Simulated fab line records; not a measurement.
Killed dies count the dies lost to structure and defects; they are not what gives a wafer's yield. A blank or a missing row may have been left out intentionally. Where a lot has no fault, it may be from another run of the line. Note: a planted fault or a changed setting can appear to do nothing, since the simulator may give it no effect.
Chamber matching -- flow nand_harc -- NHARC_P_GATE_DESCUM_93 on rie_diel-10 has 4 sister chambers
The step chemistry O2, time 3 s. 18 wafers are shown with their chamber, then 9 later ones without.

WAFERS, EACH WITH ITS CHAMBER
wafer,chamber,showerhead_plenum_p_Torr (Torr),oes_product_au (a.u.),rf_vpp_V (V)
L074.2,2,1.90,0.988,57.5
L074.4,1,2.01,1.022,59.3
L074.5,1,2.01,1.012,59.1
L078.1,0,2.03,1.015,58.0
L078.3,2,1.90,0.986,57.4
L078.5,1,2.01,1.015,58.0
L081.2,2,1.90,0.997,56.9
L081.4,3,1.81,1.004,57.4
L081.5,3,1.81,1.006,57.9
L087.2,0,2.03,1.011,58.9
L087.4,2,1.90,0.987,57.7
L087.6,2,1.90,0.988,60.1
L090.4,0,2.02,1.002,58.6
L090.5,2,1.90,1.000,55.6
L090.6,1,2.01,1.013,58.9
L091.1,1,2.01,1.018,58.2
L091.3,0,2.02,0.994,58.4
L091.5,1,2.01,1.014,57.7

SIGNATURES (means of the wafers above)
reading,chamber 0,chamber 1,chamber 2,chamber 3,scatter within a chamber
showerhead_plenum_p_Torr,2.0250,2.0100,1.9000,1.8100,0.00267
oes_product_au,1.00550,1.01567,0.99100,1.00500,0.00605
rf_vpp_V,58.475,58.533,57.533,57.650,0.98
Rule: distance of a wafer from a chamber = root of the sum over the readings of ((wafer's reading minus chamber's mean) / reading's scatter) squared. The wafer belongs to the nearest chamber; if the next one is less than 2 further off, it can't be placed. How the scatter is found: for the shown wafers, subtract from each reading the mean of its chamber, square and add these, divide the total by (wafers less chambers), then take the root.

WAFERS WHOSE CHAMBER IS MISSING
wafer,showerhead_plenum_p_Torr (Torr),oes_product_au (a.u.),rf_vpp_V (V)
L092.1,2.02,1.006,59.4
L092.4,1.81,1.017,57.0
L092.5,2.01,1.025,58.3
L093.2,1.89,0.989,57.4
L093.4,1.81,0.993,57.5
L093.5,1.89,0.985,57.5
L095.4,2.02,0.996,60.3
L095.5,2.01,1.025,58.3
L095.6,1.89,0.981,57.5

CHAMBER TAKEN BY EACH
wafer,from the rows above,in truth
L092.1,0,0
L092.4,3,3
L092.5,1,1
L093.2,2,2
L093.4,3,3
L093.5,2,2
L095.4,0,0
L095.5,1,1
L095.6,2,2
Correct placement for 9 of the 9. Can't be placed from these rows: 0. Placed wrongly: 0.
